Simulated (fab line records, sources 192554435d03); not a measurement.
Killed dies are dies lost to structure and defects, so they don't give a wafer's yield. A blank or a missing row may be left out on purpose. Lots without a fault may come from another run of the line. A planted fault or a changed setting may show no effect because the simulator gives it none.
Split-lot experiment | flow n5_finfet | 7 lots, 21 wafers read, on a route of 1938 steps

THE SPLIT
At N5_BEOL_M13_ILD_DEP_00 (deposits SiOC from DEMS/O2, target thk 837.92 nm, time 166.4 s), the setting time_s was moved away from the recipe's 166.4 s on 7 of the 21 wafers read, by -15.0% to -5.2%. The other wafers ran this setting at the recipe's value.

The file shows no step between the split and the reading.

THE READING
M13_ILD_THK, in nm, at N5_BEOL_M13_THK_MEAS_01. Fault-free wafers of this fab line usually give 837 nm, standard deviation 15 nm.

wafer  | tool, chamber at the split | time_s as run, s | against the recipe | M13_ILD_THK, nm | against lot-mates on the recipe
L079.2 | pecvd-01, 1                | 166.4            | recipe             | 825             | -
L079.5 | pecvd-01, 0                | 144.8            | -13.0%             | 711             | -115
L079.6 | pecvd-01, 1                | 166.4            | recipe             | 827             | -
L081.1 | pecvd-01, 1                | 166.4            | recipe             | 849             | -
L081.3 | pecvd-01, 0                | 152.3            | -8.5%              | 756             | -93
L081.5 | pecvd-01, 2                | 152.3            | -8.5%              | 775             | -74
L083.1 | pecvd-04, 0                | 166.4            | recipe             | 821             | -
L083.3 | pecvd-04, 1                | 157.8            | -5.2%              | 796             | -26
L083.4 | pecvd-04, 0                | 166.4            | recipe             | 824             | -
L084.2 | pecvd-01, 0                | 166.4            | recipe             | 822             | -
L084.5 | pecvd-01, 1                | 166.4            | recipe             | 859             | -
L084.6 | pecvd-01, 2                | 166.4            | recipe             | 853             | -
L091.2 | pecvd-04, 1                | 166.4            | recipe             | 835             | -
L091.4 | pecvd-04, 1                | 166.4            | recipe             | 859             | -
L091.6 | pecvd-04, 2                | 145.9            | -12.3%             | 751             | -96
L094.1 | pecvd-04, 1                | 141.5            | -15.0%             | 720             | -124
L094.2 | pecvd-04, 0                | 141.5            | -15.0%             | 706             | -138
L094.3 | pecvd-04, 2                | 166.4            | recipe             | 844             | -
L095.1 | pecvd-03, 1                | 166.4            | recipe             | 832             | -
L095.2 | pecvd-03, 2                | 166.4            | recipe             | 823             | -
L095.3 | pecvd-03, 0                | 166.4            | recipe             | 825             | -

THE FIT
A straight line over all 21 wafers: M13_ILD_THK changes by +8.24 nm for each +1% of time_s; r = +0.96; the points scatter about the line by 14 nm.
The same after taking each lot's own level away (the mean of its wafers on the recipe; 21 wafers): +8.71 nm for each +1%; r = +0.98; scatter 10 nm.
On that fit, the largest move of time_s shifts the reading by 1.3e+02 nm.
The lots' own levels span 822.5 to 849.0 nm, that is 1.8 times the standard deviation above.
So the lot-to-lot level changes the slope little: the two slopes agree.
Check: with one of the wafers moved furthest among these (-15.0%) left out of the fit, the line predicts -132 nm for it against its lot-mates. It came out at -124 nm against them.

OTHER SPLITS ON THESE WAFERS
These wafers also went through other splits before the reading. Each is held against what the fit with the lots' levels taken away leaves over:
other split on the same wafers | wafers away from the commonest value | r with M13_ILD_THK (lot level and that fit taken away)
N5_BEOL_M12_COAT_66 spin_rpm   | 5                                    | +0.03
N5_BEOL_M12_DEP_53 time_s      | 6                                    | -0.17

THE WHOLE CHAIN: every reading that the file lists as answering this split, in the file's order
step                    | what it does                                                   | reading                                                                             | change (the file's fit)              | r (the file's)
N5_BEOL_M13_ILD_DEP_00  | deposits SiOC from DEMS/O2, target thk 837.92 nm, time 166.4 s | SiOC_of_BEOL_M13_ILD_DEP_00.thk_nm (the simulator's own value, which no gauge read) | +8.53 nm for each +1% of the setting | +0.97
N5_BEOL_M13_THK_MEAS_01 |                                                                | M13_ILD_THK                                                                         | +8.54 for each +1% of the setting    | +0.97
N5_BEOL_M13_VIA_ETCH_16 | etches SiOC in C4F8/O2/Ar, target depth 921.7 nm               | etch.depth_nm (the simulator's own value, which no gauge read)                      | +8.53 nm for each +1% of the setting | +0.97
N5_BEOL_M13_VIA_ETCH_16 | etches SiOC in C4F8/O2/Ar, target depth 921.7 nm               | coat_of_BEOL_M13_COAT_04.thk_nm (the simulator's own value, which no gauge read)    | -2.54 nm for each +1% of the setting | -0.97
N5_BEOL_M13_STRIP_63    | strips in N2/H2                                                | strip_time_to_endpoint_s                                                            | withheld for each +1% of the setting | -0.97

THE FILE'S OWN FIT
M13_ILD_THK changes by +8.54 nm for each +1% of time_s, r = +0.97.
